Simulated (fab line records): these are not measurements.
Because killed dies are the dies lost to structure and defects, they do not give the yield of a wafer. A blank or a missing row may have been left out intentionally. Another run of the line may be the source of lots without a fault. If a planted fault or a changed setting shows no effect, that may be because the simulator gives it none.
fab line records | flow n5-finfet
record lots=12 wafers=30 last-day=17
route steps=1938 shown BEOL_M6@1214 PASSIVATION@1936
lots untouched by any fault: they come from a run of this same line in which no faults occurred
start-h: the number of hours between the record's first day and the start of the first shown wafer of the lot | wait-h: how many hours have passed since the lot's step before this one | " the same as in the row above | L1.1+2: a single row standing in for several wafers | - no value, or no start given | * or withheld: withheld | < > ~ a bound
route shown NAME@n: names a module that has steps shown in the file, with the first one's number in the route | usual: average and standard deviation across the fault-free wafers | same: alike in all rows | chamber/n: place in a boat | sites: readings site by site | _std_site: how widely they spread, as a standard deviation | _edge_site: inner sites' mean taken away from outer sites' mean | radius-mm: how far each site lies from the wafer's centre | mask NAME#n: copy n | behind: the most recent tool/chamber to have shaped the wafer | hold: why the lot was held/for how many hours/how that ended | device: whichever transistor did not switch (one of n, p or np) | end of line: at the end of the route, the tests of the same wafers | for a step that has no rows: nothing shown but its recipe | killed: dies that structure and defects cost at the first sort, which is not the same as the wafer's yield | map: the dies of a wafer, with x for killed, . for not killed, _ for no die there
set.NAME: the setting that was run; set.NAME@STEP: the one run at that earlier step | model.NAME: the simulator's own value behind a step, which no gauge read
the route's steps for a sample of lots (tables are steps, rows are wafers)
services: from which hour (start-h, from the record's first day; less than 0 if before it) a tool's chamber was out of use, for how many hours, and why
## steps
# step N5_BEOL_M6_STRIP_67
# recipe chemistry=CF4 resist=SiARC power-w=300 bias-power-w=75 pressure-mtorr=50 cf4-flow-sccm=150 rf-frequency-hz=6e+07
# usual chamber-pressure-mTorr=50.00/0.048 drypump-motor-current-A=5.7/0.49 oes-product-au=0.79/0.066 rf-vpp-V=270.9/1.3 showerhead-plenum-p-Torr=1.78/0.039 throttle-valve-pct=13.65/0.22
# columns lot.wafer tool chamber start-h wait-h chamber-pressure-mTorr drypump-motor-current-A oes-product-au rf-hours-counter-h rf-vpp-V showerhead-plenum-p-Torr throttle-valve-pct
L211.3 rie-diel-01 0 211.52 0.0 49.97 6.3 0.78 150 271.3 1.82 13.75
L211.5 " 2 " " 50.05 5.3 0.75 - 274.7 1.84 13.59
L212.1 rie-diel-01 3 215.53 0.0 49.94 6.0 0.79 109 271.3 1.81 13.72
L212.6 " 0 " " 50.01 6.3 0.77 - 270.7 1.82 13.77
L213.1 rie-diel-04 3 232.28 0.0 50.01 6.0 0.89 41 270.6 1.77 13.33
L213.3 " 0 " " 50.04 5.9 0.76 143 269.4 1.73 13.57
L214.4 rie-diel-05 2 235.49 0.0 50.06 6.7 0.71 - 271.5 1.78 14.08
L214.5 " 3 " " 49.88 4.9 0.89 - 270.1 1.77 13.49
L215.2 rie-diel-04 3 238.45 0.0 49.99 6.0 0.89 43 269.3 1.77 13.34
L215.3 " 1 " " 49.97 5.4 0.82 74 273.8 1.80 13.53
L215.6 " 3 " " 50.04 6.1 0.88 - 269.2 1.77 13.32
L216.2 rie-diel-05 2 244.42 0.0 50.03 6.7 0.71 207 269.8 1.78 14.07
L216.5 " 0 " " 50.02 5.1 0.83 - 270.6 1.75 13.44
L217.2 rie-diel-01 3 246.78 0.0 50.04 6.0 0.78 120 272.3 1.81 13.75
L217.3 " 1 " " 49.90 5.7 0.69 245 269.5 1.74 14.11
L217.6 " 0 " " 49.95 6.3 0.76 - 272.1 1.82 13.79
L218.3 rie-diel-01 0 260.21 0.0 50.04 6.3 0.77 167 273.1 1.82 13.81
L218.5 " 1 " " 49.93 5.7 0.68 - 273.0 1.74 14.14
L218.6 " 2 " " 50.00 5.3 0.73 - 273.9 1.84 13.66
L219.1 rie-diel-01 2 272.95 0.0 49.98 5.3 0.73 168 271.6 1.84 13.67
L219.5 " 2 " " 49.99 5.3 0.73 - 272.8 1.84 13.65
L224.2 rie-diel-01 0 291.34 0.0 49.94 6.3 0.75 182 269.4 1.81 13.83
L224.3 " 2 " " 49.99 5.3 0.73 177 272.7 1.84 13.68
L224.4 " 3 " " 50.02 6.0 0.77 140 270.5 1.80 13.79
L227.4 rie-diel-04 3 311.04 0.0 49.98 6.0 0.86 71 270.5 1.76 13.41
L227.5 " 3 " " 50.04 6.0 0.85 - 270.5 1.76 13.38
L227.6 " 2 " " 49.95 5.4 0.86 - 268.8 1.73 13.29
L228.2 rie-diel-04 2 325.14 0.0 50.05 5.4 0.85 63 270.0 1.73 13.30
L228.4 " 3 " " 50.03 6.0 0.84 75 271.4 1.76 13.39
L228.6 " 3 " " 50.06 6.0 0.85 - 271.8 1.76 13.41
# step N5_BEOL_M6_STRIP_19
# recipe chemistry=O2 power-w=400 temp-c=40 pressure-mtorr=30 rf-frequency-hz=6e+07 bias-power-w=0 overash-fraction=0.2 o2-flow-sccm=225
# usual chamber-pressure-mTorr=30.00/0.035 drypump-motor-current-A=5.6/0.51 oes-product-au=0.81/0.073 rf-vpp-V=3.6/0.62 showerhead-plenum-p-Torr=2.07/0.046 temp-c=40.00/0.11 throttle-valve-pct=16.71/0.25
# columns lot.wafer tool chamber start-h wait-h chamber-pressure-mTorr drypump-motor-current-A oes-product-au rf-hours-counter-h rf-vpp-V showerhead-plenum-p-Torr temp-c throttle-valve-pct
L211.3 rie-diel-04 0 211.78 0.2 30.01 5.9 0.78 136 3.3 2.00 40.14 16.60
L211.5 " 2 " " 29.96 5.3 0.90 - 2.2 2.07 40.07 16.51
L212.1 rie-diel-01 1 215.68 0.1 30.03 5.7 0.68 235 4.9 2.08 39.95 17.41
L212.6 " 3 " " 30.00 6.0 0.79 - 2.5 2.09 40.14 16.68
L213.1 rie-diel-04 0 232.47 0.1 29.97 5.9 0.75 143 4.5 2.00 40.02 16.58
L213.3 " 3 " " 29.98 6.0 0.90 41 4.0 2.05 39.90 16.41
L214.4 rie-diel-05 0 235.66 0.1 30.00 5.1 0.84 - 3.2 2.03 40.07 16.52
L214.5 " 2 " " 29.95 6.7 0.71 - 4.0 2.06 40.08 17.08
L215.2 rie-diel-01 1 238.60 0.1 30.00 5.7 0.67 242 3.2 2.08 39.81 17.42
L215.3 " 2 " " 30.01 5.3 0.74 155 3.7 2.16 40.02 16.72
L215.6 " 3 " " 29.98 6.0 0.79 - 3.6 2.09 39.82 16.69
L216.2 rie-diel-04 3 244.57 0.1 29.95 6.0 0.88 45 3.4 2.05 39.95 16.41
L216.5 " 0 " " 29.95 5.9 0.75 - 3.1 2.00 39.77 16.58
L217.2 rie-diel-01 0 247.05 0.2 30.05 6.3 0.75 162 3.3 2.11 40.98 16.79
L217.3 " 3 " " 30.01 6.0 0.78 120 2.4 2.09 41.03 16.70
L217.6 " 1 " " 29.98 5.7 0.66 - 3.3 2.08 41.09 17.44
L218.3 rie-diel-01 2 260.41 0.1 30.05 5.3 0.73 162 3.1 2.16 40.95 16.71
L218.5 " 3 " " 29.99 6.0 0.77 - 3.1 2.08 41.04 16.73
L218.6 " 2 " " 29.97 5.3 0.73 - 4.9 2.16 41.03 16.73
L219.1 rie-diel-05 3 273.13 0.1 29.96 5.0 0.89 58 3.8 2.03 39.96 16.52
L219.5 " 3 " " 29.97 5.0 0.88 - 2.6 2.03 40.03 16.52
L224.2 rie-diel-04 3 291.71 0.3 30.03 6.0 0.88 63 3.0 2.04 40.14 16.44
L224.3 " 0 " " 30.00 5.9 0.75 168 3.4 1.99 40.00 16.64
L224.4 " 2 " " 30.01 5.4 0.87 51 3.6 2.06 39.91 16.56
L227.4 rie-diel-05 3 311.23 0.1 30.09 5.0 0.88 - 3.6 2.03 40.09 16.53
L227.5 " 0 " " 30.02 5.1 0.81 - 3.4 2.02 39.97 16.56
L227.6 " 2 " " 30.01 6.7 0.70 - 2.5 2.05 39.93 17.15
L228.2 rie-diel-04 2 325.29 0.1 29.99 5.3 0.86 63 4.7 2.06 40.09 16.58
L228.4 " 3 " " 29.98 6.0 0.84 75 3.4 2.04 39.97 16.49
L228.6 " 3 " " 29.97 6.0 0.86 - 4.0 2.04 40.10 16.47
# step N5_BEOL_M6_CD_MEAS_18
# recipe pitch-nm=80 target-cd-nm=40
# usual cd-nm=40.1/0.72
# columns lot.wafer tool chamber start-h wait-h cd-nm
L211.3 cd-sem-02 - 211.86 0.1 40.6
L211.5 " - " " 39.9
L212.1 cd-sem-03 - 215.75 0.0 39.5
L212.6 " - " " 39.8
L213.1 cd-sem-02 - 232.54 0.0 39.5
L213.3 " - " " 38.7
L214.4 cd-sem-01 - 235.71 0.0 40.3
L214.5 " - " " 41.2
L215.2 cd-sem-03 - 238.67 0.1 40.1
L215.3 " - " " 40.0
L215.6 " - " " 39.6
L216.2 cd-sem-01 - 244.65 0.1 40.1
L216.5 " - " " 41.3
L217.2 cd-sem-01 - 247.13 0.1 40.6
L217.3 " - " " 40.6
L217.6 " - " " 40.2
L218.3 cd-sem-03 - 260.49 0.1 40.1
L218.5 " - " " 39.7
L218.6 " - " " 39.6
L219.1 cd-sem-01 - 273.20 0.0 40.1
L219.5 " - " " 41.0
L224.2 cd-sem-02 - 291.78 0.1 39.5
L224.3 " - " " 38.6
L224.4 " - " " 39.7
L227.4 cd-sem-02 - 311.29 0.0 39.5
L227.5 " - " " 39.2
L227.6 " - " " 39.3
L228.2 cd-sem-03 - 325.36 0.1 39.6
L228.4 " - " " 39.3
L228.6 " - " " 39.7
# step N5_BEOL_M6_OVL_MEAS_29
# recipe points-per-wafer=522
# usual V5_OVL=0.3/0.77
# columns lot.wafer tool chamber start-h wait-h V5_OVL[nm]
L211.3 overlay-02 0 213.51 0.0 1.7
L211.5 " 0 " " 1.0
L212.1 overlay-01 0 216.83 0.0 1.2
L212.6 " 0 " " -0.2
L213.1 overlay-02 0 234.27 0.0 0.1
L213.3 " 0 " " -0.3
L214.4 overlay-01 0 236.62 0.0 -0.7
L214.5 " 0 " " -1.7
L215.2 overlay-02 0 241.17 0.0 0.4
L215.3 " 0 " " 0.2
L215.6 " 0 " " -0.3
L216.2 overlay-01 0 245.01 0.0 -0.1
L216.5 " 0 " " -1.1
L217.2 overlay-01 0 247.61 0.0 1.7
L217.3 " 0 " " 0.2
L217.6 " 0 " " 0.3
L218.3 overlay-01 0 261.84 0.0 -0.4
L218.5 " 0 " " -0.3
L218.6 " 0 " " -0.7
L219.1 overlay-01 0 274.32 0.0 -0.1
L219.5 " 0 " " -0.4
L224.2 overlay-01 0 292.68 0.0 0.7
L224.3 " 0 " " -0.1
L224.4 " 0 " " 0.9
L227.4 overlay-02 0 312.54 0.0 1.7
L227.5 " 0 " " 0.1
L227.6 " 0 " " 2.1
L228.2 overlay-02 0 325.80 0.0 1.3
L228.4 " 0 " " 0.4
L228.6 " 0 " " 0.5
# step N5_PASSIVATION_PROBE_49
# usual defect-limited-yield=91.2/1.4 killed_at_M0_to_M3=32/9.3 killed_at_M4_up=14/4.9 killed-at-contacts=15/7.5 killed-at-front-end=40/11 killed-at-other=4/3.3 killed-dies=104/17 killed-on-rim=13/4.2 killed-open=68/14 killed-short=33/7.9 sort_bin_5_function=5.2/0.99 sort_bin_6_memory=3.2/0.65 sort_bin_8_speed=0.03/0.19 sort-n-pass=1076/17 sort-yield-pct=91.1/1.5
# same gross-dies=1180 killed-at-back-side=0 sort_bin_4_leakage[%]=0
# columns lot.wafer tool chamber start-h wait-h defect-limited-yield[%] killed_at_M0_to_M3 killed_at_M4_up killed-at-contacts killed-at-front-end killed-at-other killed-dies killed-on-rim killed-open killed-short sort_bin_5_function[%] sort_bin_6_memory[%] sort_bin_8_speed[%] sort-n-pass sort-yield-pct[%]
L211.3 prober-01 - 292.64 0.1 90.7 25 13 9 59 4 110 16 68 37 5.7 3.6 0 1070 90.7
L211.5 prober-01 - 292.74 0.2 90.6 32 14 19 34 12 111 14 75 32 5.2 3.9 0 1069 90.6
L212.1 prober-01 - 304.47 0.0 92.6 25 20 5 30 7 87 8 50 27 4.8 2.3 0 1093 92.6
L212.6 prober-01 - 304.72 0.3 93.8 15 27 10 15 6 73 12 49 22 3.6 2.3 0 1107 93.8
L214.4 prober-02 - 312.30 0.2 89.7 36 15 13 49 8 121 12 67 52 6.3 3.3 0 1059 89.7
L214.5 prober-02 - 312.35 0.2 88.9 32 14 26 46 13 131 14 82 41 7.1 3.7 0 1049 88.9
L213.1 prober-01 - 316.52 0.0 92.5 26 11 3 42 6 88 9 48 37 4.8 2.6 0 1092 92.5
L213.3 prober-01 - 316.62 0.1 92.8 32 9 17 23 4 85 11 47 36 3.4 3.1 0 1095 92.8
L215.2 prober-02 - 319.84 0.1 89.8 45 15 20 22 18 120 12 78 39 6.3 3.5 0 1060 89.8
L215.3 prober-02 - 319.89 0.1 90.8 41 12 20 31 4 108 13 55 52 5.8 3.0 0 1072 90.8
L215.6 prober-02 - 320.04 0.3 91.5 34 13 22 25 6 100 14 65 34 5.1 3.2 0 1080 91.5
L217.2 prober-01 - 324.11 0.1 91.4 28 12 9 50 3 102 14 58 40 5.5 2.8 0 1078 91.4
L217.3 prober-01 - 324.16 0.1 93.0 22 10 11 39 1 83 11 61 20 4.3 2.5 0 1097 93.0
L217.6 prober-01 - 324.31 0.3 91.3 35 16 7 44 1 103 11 64 31 4.9 2.8 0 1077 91.3
L216.2 prober-02 - 324.91 0.1 91.4 34 22 14 27 5 102 11 56 44 5.3 2.9 0 1078 91.4
L216.5 prober-02 - 325.06 0.2 89.5 34 12 25 46 7 124 14 79 38 6.4 3.8 0 1056 89.5
L218.3 prober-02 - 346.16 0.1 87.8 22 28 14 63 17 144 29 98 30 8.1 3.8 0 1036 87.8
L218.5 prober-02 - 346.26 0.2 90.0 36 18 20 40 4 118 14 81 36 4.7 5.0 0.17 1060 89.8
L218.6 prober-02 - 346.31 0.3 88.6 54 9 26 36 10 135 27 92 36 7.3 3.5 0 1045 88.6
L219.1 prober-01 - 356.32 0.0 92.5 39 7 5 33 5 89 13 54 31 4.2 3.0 0 1091 92.5
L219.5 prober-01 - 356.52 0.2 92.8 32 14 9 30 0 85 9 52 31 4.0 3.1 0 1095 92.8
L224.2 prober-02 - 374.98 0.1 91.7 25 6 17 47 3 98 9 77 21 5.1 3.1 0 1082 91.7
L224.3 prober-02 - 375.03 0.1 93.1 23 13 1 43 2 82 8 58 21 4.1 2.5 0 1098 93.1
L224.4 prober-02 - 375.08 0.2 91.9 24 9 6 54 2 95 9 70 21 5.3 2.5 0 1085 91.9
L227.4 prober-01 - 393.68 0.2 92.7 22 16 14 33 1 86 13 49 29 3.9 2.4 0 1094 92.7
L227.5 prober-01 - 393.73 0.2 93.5 24 18 9 25 1 77 6 57 19 4.2 2.4 0 1103 93.5
L227.6 prober-01 - 393.78 0.3 92.7 25 13 20 28 0 86 20 55 23 3.4 3.2 0 1094 92.7
L228.2 prober-02 - 414.57 0.1 90.9 32 11 21 42 1 107 12 70 36 5.0 3.6 0 1073 90.9
L228.4 prober-02 - 414.67 0.2 90.8 29 19 14 45 1 108 15 76 28 5.6 3.4 0 1072 90.8
L228.6 prober-02 - 414.77 0.3 91.1 25 24 10 40 6 105 22 72 33 5.5 3.1 0 1075 91.1
# killed by level:class
L211.3 FIN_SAQP:geometric-particle:short=16 FIN_SAQP:geometric-particle:open=11 BEOL_M3:geometric-particle:open=11 BEOL_M4:geometric-particle:open=9 STI_FIN_REVEAL:geometric-particle:open=8 MOL_CONTACT_COAG:geometric-particle:open=7 BEOL_M2:geometric-particle:open=6 STARTING-WAFER:geometric-particle:open=5
L211.5 MOL_CONTACT_COAG:geometric-particle:open=14 FIN_SAQP:geometric-particle:open=8 BEOL_M3:geometric-particle:open=7 BEOL_M2:geometric-particle:open=7 FIN_SAQP:geometric-particle:short=6 STI_FIN_REVEAL:geometric-particle:open=5 BEOL_M0_SAQP:geometric-particle:short=5 MOL_CONTACT_COAG:geometric-particle:short=5
L212.1 FIN_CUT:area-etch=8 BEOL_M4:geometric-particle:open=7 STI_FIN_REVEAL:geometric-particle:open=5 BEOL_M0_SAQP:geometric-particle:short=5 BEOL_M1:geometric-particle:open=5 BEOL_M2:geometric-particle:open=5 DUMMY_GATE:geometric-particle:open=4 BEOL_M1:geometric-particle:short=4
L212.6 BEOL_M4:geometric-particle:open=16 BEOL_M5:geometric-particle:open=6 MOL_CONTACT_COAG:geometric-particle:open=5 MOL_CONTACT_COAG:geometric-particle:short=5 BEOL_M4:geometric-particle:short=5 STI_FIN_REVEAL:geometric-particle:open=4 DUMMY_GATE:geometric-particle:open=4 BEOL_M0_SAQP:geometric-particle:short=4
L214.4 FIN_SAQP:geometric-particle:short=18 MOL_CONTACT_COAG:geometric-particle:open=9 BEOL_M3:geometric-particle:open=9 BEOL_M0_SAQP:geometric-particle:short=8 BEOL_M1:geometric-particle:open=7 FIN_SAQP:geometric-particle:open=6 DUMMY_GATE:geometric-particle:open=6 STI_FIN_REVEAL:geometric-particle:open=4
L214.5 MOL_CONTACT_COAG:geometric-particle:open=16 DUMMY_GATE:geometric-particle:open=11 FIN_SAQP:geometric-particle:open=8 FIN_SAQP:geometric-particle:short=7 BEOL_M0_SAQP:geometric-particle:short=7 MOL_CONTACT_COAG:area-etch=7 BEOL_M3:geometric-particle:open=6 BEOL_M0_SAQP:geometric-particle:open=6
L213.1 STI_FIN_REVEAL:geometric-particle:open=7 DUMMY_GATE:geometric-particle:open=7 BEOL_M0_SAQP:geometric-particle:open=7 FIN_SAQP:geometric-particle:short=6 GATE_CUT:geometric-particle:short=5 BEOL_M0_SAQP:geometric-particle:short=5 FIN_SAQP:geometric-particle:open=4 BEOL_M0:geometric-particle:short=4
L213.3 MOL_CONTACT_COAG:geometric-particle:short=9 MOL_CONTACT_COAG:geometric-particle:open=8 BEOL_M0_SAQP:geometric-particle:short=8 BEOL_M0_SAQP:geometric-particle:open=8 FIN_SAQP:geometric-particle:short=4 STI_FIN_REVEAL:geometric-particle:open=4 GATE_CUT:geometric-particle:short=4 BEOL_M1:geometric-particle:short=4
L215.2 BEOL_M3:geometric-particle:open=15 MOL_CONTACT_COAG:geometric-particle:open=12 BEOL_M0_SAQP:geometric-particle:open=10 MOL_CONTACT_COAG:geometric-particle:short=8 GATE_CUT:geometric-particle:open=6 PASS1_DEP:geometric-particle:open=5 BEOL_M0_SAQP:geometric-particle:short=5 BEOL_M3:geometric-particle:short=5
L215.3 MOL_CONTACT_COAG:geometric-particle:short=15 BEOL_M3:geometric-particle:open=10 FIN_SAQP:geometric-particle:short=9 BEOL_M3:geometric-particle:short=9 BEOL_M1:geometric-particle:open=7 FIN_SAQP:geometric-particle:open=6 DUMMY_GATE:geometric-particle:open=5 MOL_CONTACT_COAG:geometric-particle:open=5
L215.6 MOL_CONTACT_COAG:geometric-particle:open=17 BEOL_M3:geometric-particle:open=15 BEOL_M4:geometric-particle:open=7 FIN_SAQP:geometric-particle:short=6 GATE_CUT:geometric-particle:short=6 BEOL_M2:geometric-particle:open=6 FIN_SAQP:geometric-particle:open=5 MOL_CONTACT_COAG:geometric-particle:short=5
L217.2 FIN_SAQP:geometric-particle:short=19 BEOL_M0_SAQP:geometric-particle:open=11 MOL_CONTACT_COAG:geometric-particle:open=9 FIN_SAQP:geometric-particle:open=6 GATE_CUT:geometric-particle:short=6 BEOL_M1:geometric-particle:open=5 BEOL_M5:geometric-particle:open=5 STARTING-WAFER:geometric-particle:open=5
L217.3 FIN_SAQP:geometric-particle:open=13 FIN_SAQP:geometric-particle:short=10 MOL_CONTACT_COAG:geometric-particle:open=10 BEOL_M2:geometric-particle:open=8 BEOL_M3:geometric-particle:open=6 GATE_CUT:geometric-particle:open=5 BEOL_M1:geometric-particle:open=4 DUMMY_GATE:geometric-particle:open=3
L217.6 BEOL_M0_SAQP:geometric-particle:open=10 BEOL_M0_SAQP:geometric-particle:short=9 FIN_SAQP:geometric-particle:open=8 BEOL_M4:geometric-particle:open=8 HKMG_FIN:area-etch=7 DUMMY_GATE:geometric-particle:open=6 MOL_CONTACT_COAG:geometric-particle:open=6 BEOL_M2:geometric-particle:open=6
L216.2 BEOL_M0_SAQP:geometric-particle:short=11 BEOL_M4:geometric-particle:open=10 BEOL_M3:geometric-particle:open=8 MOL_CONTACT_COAG:geometric-particle:short=7 MOL_CONTACT_COAG:geometric-particle:open=7 FIN_SAQP:geometric-particle:open=5 FIN_SAQP:geometric-particle:short=5 BEOL_M0_SAQP:geometric-particle:open=5
L216.5 MOL_CONTACT_COAG:geometric-particle:open=23 FIN_SAQP:geometric-particle:open=12 FIN_SAQP:geometric-particle:short=12 BEOL_M0_SAQP:geometric-particle:open=6 BEOL_M3:geometric-particle:open=6 BEOL_M2:geometric-particle:open=6 BEOL_M1:geometric-particle:open=5 BEOL_M1:geometric-particle:short=5
L218.3 STI_FIN_REVEAL:geometric-particle:open=35 BEOL_M4:geometric-particle:open=18 PASSIVATION:area-etch=15 MOL_CONTACT_COAG:geometric-particle:open=12 BEOL_M2:geometric-particle:open=7 GATE_CUT:geometric-particle:short=6 GATE_CUT:geometric-particle:open=5 BEOL_M1:geometric-particle:open=5
L218.5 STI_FIN_REVEAL:geometric-particle:open=12 MOL_CONTACT_COAG:geometric-particle:open=11 BEOL_M2:geometric-particle:open=11 BEOL_M4:geometric-particle:open=9 MOL_CONTACT_COAG:geometric-particle:short=8 BEOL_M1:geometric-particle:open=8 GATE_CUT:geometric-particle:short=6 BEOL_M0_SAQP:geometric-particle:open=6
L218.6 MOL_CONTACT_COAG:geometric-particle:open=22 BEOL_M0_SAQP:geometric-particle:short=14 STI_FIN_REVEAL:geometric-particle:open=10 BEOL_M2:geometric-particle:open=9 BEOL_M3:geometric-particle:open=8 GATE_CUT:geometric-particle:open=7 BEOL_M0_SAQP:geometric-particle:open=7 BEOL_M1:geometric-particle:open=7
L219.1 BEOL_M1:geometric-particle:open=14 FIN_SAQP:geometric-particle:short=8 BEOL_M2:geometric-particle:open=6 DUMMY_GATE:geometric-particle:open=4 MOL_CONTACT_COAG:geometric-particle:open=4 BEOL_M0_SAQP:geometric-particle:open=4 BEOL_M3:geometric-particle:open=4 STARTING-WAFER:geometric-particle:short=4
L219.5 MOL_CONTACT_COAG:geometric-particle:open=8 BEOL_M0_SAQP:geometric-particle:short=8 BEOL_M1:geometric-particle:open=8 STI_FIN_REVEAL:geometric-particle:open=7 BEOL_M0_SAQP:geometric-particle:open=6 BEOL_M2:geometric-particle:open=6 FIN_SAQP:geometric-particle:short=5 BEOL_M5:geometric-particle:short=5
L224.2 FIN_SAQP:geometric-particle:open=13 STI_FIN_REVEAL:geometric-particle:open=12 MOL_CONTACT_COAG:geometric-particle:open=10 MOL_CONTACT_COAG:geometric-particle:short=7 DUMMY_GATE:geometric-particle:open=7 BEOL_M2:geometric-particle:open=6 BEOL_M1:geometric-particle:open=5 BEOL_M3:geometric-particle:open=4
L224.3 FIN_SAQP:geometric-particle:open=10 DUMMY_GATE:geometric-particle:open=6 BEOL_M1:geometric-particle:open=5 STI_FIN_REVEAL:geometric-particle:open=4 DUMMY_GATE:geometric-particle:short=4 GATE_CUT:geometric-particle:short=4 BEOL_M0_SAQP:geometric-particle:open=4 BEOL_M4:geometric-particle:open=4
L224.4 FIN_SAQP:geometric-particle:open=12 DUMMY_GATE:geometric-particle:open=10 STI_FIN_REVEAL:geometric-particle:open=8 BEOL_M3:geometric-particle:open=8 MOL_CONTACT_COAG:geometric-particle:open=6 FIN_SAQP:geometric-particle:short=4 GATE_CUT:geometric-particle:open=4 BEOL_M1:geometric-particle:open=4
L227.4 MOL_CONTACT_COAG:geometric-particle:open=10 BEOL_M4:geometric-particle:open=9 HKMG_FIN:area-etch=8 ILD0:geometric-particle:short=6 BEOL_M1:geometric-particle:open=6 BEOL_M2:geometric-particle:open=5 DUMMY_GATE:geometric-particle:open=4 MOL_CONTACT_COAG:geometric-particle:short=4
L227.5 BEOL_M1:geometric-particle:open=10 MOL_CONTACT_COAG:geometric-particle:open=7 BEOL_M4:geometric-particle:open=6 BEOL_M0_SAQP:geometric-particle:open=6 STI_FIN_REVEAL:geometric-particle:open=5 FIN_SAQP:geometric-particle:short=4 DUMMY_GATE:geometric-particle:open=4 GATE_CUT:geometric-particle:short=4
L227.6 MOL_CONTACT_COAG:geometric-particle:open=16 BEOL_M1:geometric-particle:open=11 HKMG_FIN:area-etch=8 BEOL_M4:geometric-particle:open=6 BEOL_M3:geometric-particle:open=5 FIN_SAQP:geometric-particle:open=4 MOL_CONTACT_COAG:geometric-particle:short=4 BEOL_M0_SAQP:geometric-particle:short=4
L228.2 MOL_CONTACT_COAG:geometric-particle:open=15 FIN_SAQP:geometric-particle:open=12 BEOL_M0_SAQP:geometric-particle:short=11 BEOL_M0_SAQP:geometric-particle:open=8 BEOL_M3:geometric-particle:open=7 STI_FIN_REVEAL:geometric-particle:open=6 MOL_CONTACT_COAG:geometric-particle:short=6 FIN_SAQP:geometric-particle:short=5
L228.4 STI_FIN_REVEAL:geometric-particle:open=16 MOL_CONTACT_COAG:geometric-particle:open=13 BEOL_M1:geometric-particle:open=10 BEOL_M2:geometric-particle:open=6 BEOL_M4:geometric-particle:open=6 GATE_CUT:geometric-particle:short=5 STARTING-WAFER:geometric-particle:short=5 FIN_SAQP:geometric-particle:open=4
L228.6 STI_FIN_REVEAL:geometric-particle:open=16 BEOL_M2:geometric-particle:open=8 BEOL_M4:geometric-particle:open=7 MOL_CONTACT_COAG:geometric-particle:open=6 BEOL_M0_SAQP:geometric-particle:open=5 BEOL_M5:geometric-particle:short=5 STARTING-WAFER:geometric-particle:open=5 DUMMY_GATE:geometric-particle:open=4
## services
# columns tool chamber start-h hours kind
rie-diel-04 - 190.71 1.6 repair
rie-diel-05 1 230.89 5.4 repair
rie-diel-04 2 242.38 12.5 repair
rie-diel-01 1 260.23 - clean
rie-diel-01 1 260.23 - consumable-replace:esc
rie-diel-01 1 260.23 - consumable-replace:focus-ring
rie-diel-05 2 298.44 8.7 repair
rie-diel-01 2 319.59 4.7 repair
## key
first-sign step=N5_BEOL_M6_STRIP_19 reading=temp-c direction=up sigmas=8.9 usual=* struck=*
effect none on later readings
met-at N5_BEOL_M6_STRIP_19
struck-lots L217,L218
baseline-loss step=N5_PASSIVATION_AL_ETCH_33 wafers=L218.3
not-acting-at N5_BEOL_M6_STRIP_67,N5_BEOL_M6_CD_MEAS_18,N5_BEOL_M6_OVL_MEAS_29
onset-between 238.60 247.05
fault kind=process-parameter-drift tool=rie-diel-01 chamber=- onset-h=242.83 steps=N5_BEOL_M6_STRIP_19 channel=temp-c offset=* shape=step end-h=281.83 acts-in=* stated=*
# baseline-loss: these wafers lose ten dies or more at that step, a loss of the line's own and not of a fault; the sort's usual values leave them out
